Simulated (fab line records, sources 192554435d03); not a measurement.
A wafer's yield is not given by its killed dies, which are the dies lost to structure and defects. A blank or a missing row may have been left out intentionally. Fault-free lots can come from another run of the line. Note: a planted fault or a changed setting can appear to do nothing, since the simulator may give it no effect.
Split-lot experiment | flow n5-finfet | 21 wafers read across 7 lots, on a route 1938 steps long

== THE SPLIT ITSELF ==
At N5_BEOL_M2_ETCH_69 (etches SiARC in CF4, target depth 15.6 nm, time 26 s), the setting bias-w was moved away from the recipe's 36 W on 6 of the 21 wafers read, by -17.4% to +17.0%. This setting was run at the recipe's value on the other wafers.

The reading comes from the split's own step.

== THE READING ==
rf-vpp-V, in V, at N5_BEOL_M2_ETCH_69 (etches SiARC in CF4, target depth 15.6 nm, time 26 s). A value of 183.9 V with a standard deviation of 1.2 V is what fault-free wafers of this fab line usually give.

wafer  | tool, chamber at the split | bias-w as run, W | against the recipe | rf-vpp-V, V | against lot-mates on the recipe
L078.1 | rie-diel-01, 1             | 36               | recipe             | 184.5       | -
L078.4 | rie-diel-01, 0             | 36               | recipe             | 185.2       | -
L078.5 | rie-diel-01, 0             | 34.06            | -5.4%              | 178.5       | -6.3
L079.1 | rie-diel-05, 2             | 36               | recipe             | 184.8       | -
L079.4 | rie-diel-05, 1             | 36               | recipe             | 185.5       | -
L079.6 | rie-diel-05, 3             | 36               | recipe             | 182.1       | -
L082.2 | rie-diel-05, 2             | 36               | recipe             | 186.1       | -
L082.5 | rie-diel-05, 1             | 42.13            | +17.0%             | 204.5       | +18.4
L082.6 | rie-diel-05, 2             | 42.13            | +17.0%             | 204.7       | +18.6
L084.3 | rie-diel-05, 1             | 38.69            | +7.5%              | 193.9       | +12.2
L084.4 | rie-diel-05, 0             | 36               | recipe             | 181.7       | -
L084.5 | rie-diel-05, 3             | 38.69            | +7.5%              | 191.4       | +9.7
L088.3 | rie-diel-05, 2             | 29.75            | -17.4%             | 162.5       | -22.3
L088.5 | rie-diel-05, 2             | 36               | recipe             | 184.9       | -
L088.6 | rie-diel-05, 1             | 36               | recipe             | 184.7       | -
L089.2 | rie-diel-01, 3             | 36               | recipe             | 182.9       | -
L089.5 | rie-diel-01, 1             | 36               | recipe             | 185.2       | -
L089.6 | rie-diel-01, 3             | 36               | recipe             | 181.7       | -
L090.1 | rie-diel-05, 0             | 36               | recipe             | 183.7       | -
L090.3 | rie-diel-05, 1             | 36               | recipe             | 185.8       | -
L090.4 | rie-diel-05, 1             | 36               | recipe             | 183.5       | -

THE FIT
A straight line over all 21 wafers: rf-vpp-V changes by +1.2 V for each +1% of bias-w; r = +0.99; the points scatter about the line by 1.4 V.
The same after taking each lot's own level away (the mean of its wafers on the recipe; 21 wafers): +1.19 V for each +1%; r = +0.99; scatter 1.4 V.
The reading moves by 21 V for the largest change in bias-w, on that fit.
Measured against the standard deviation above, the lots' own levels, which go from 181.70 to 186.10 V, span 3.7 times it.
Consequently the slope shifts little with the lot-to-lot level, the two slopes agreeing.
Check: for one of the wafers moved furthest among these (-17.4%), held out of the fit, the line's prediction against its lot-mates is -19.7 V. It came out at -22.3 V against them.
Tool readings at the split's step, against how far the setting was moved: rf-vpp-V r = +0.99.

== THESE WAFERS: OTHER SPLITS ==
Before the reading, these wafers also passed through other splits. Each is held against what the fit with the lots' levels taken away leaves over:
other split on the same wafers | wafers away from the commonest value | r with rf-vpp-V (lot level and that fit taken away)
N5_BEOL_M1_COAT_05 spin-rpm    | 6                                    | +0.15

== FILE'S OWN FIT ==
rf-vpp-V changes by +1.21 V for each +1% of bias-w, r = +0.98.
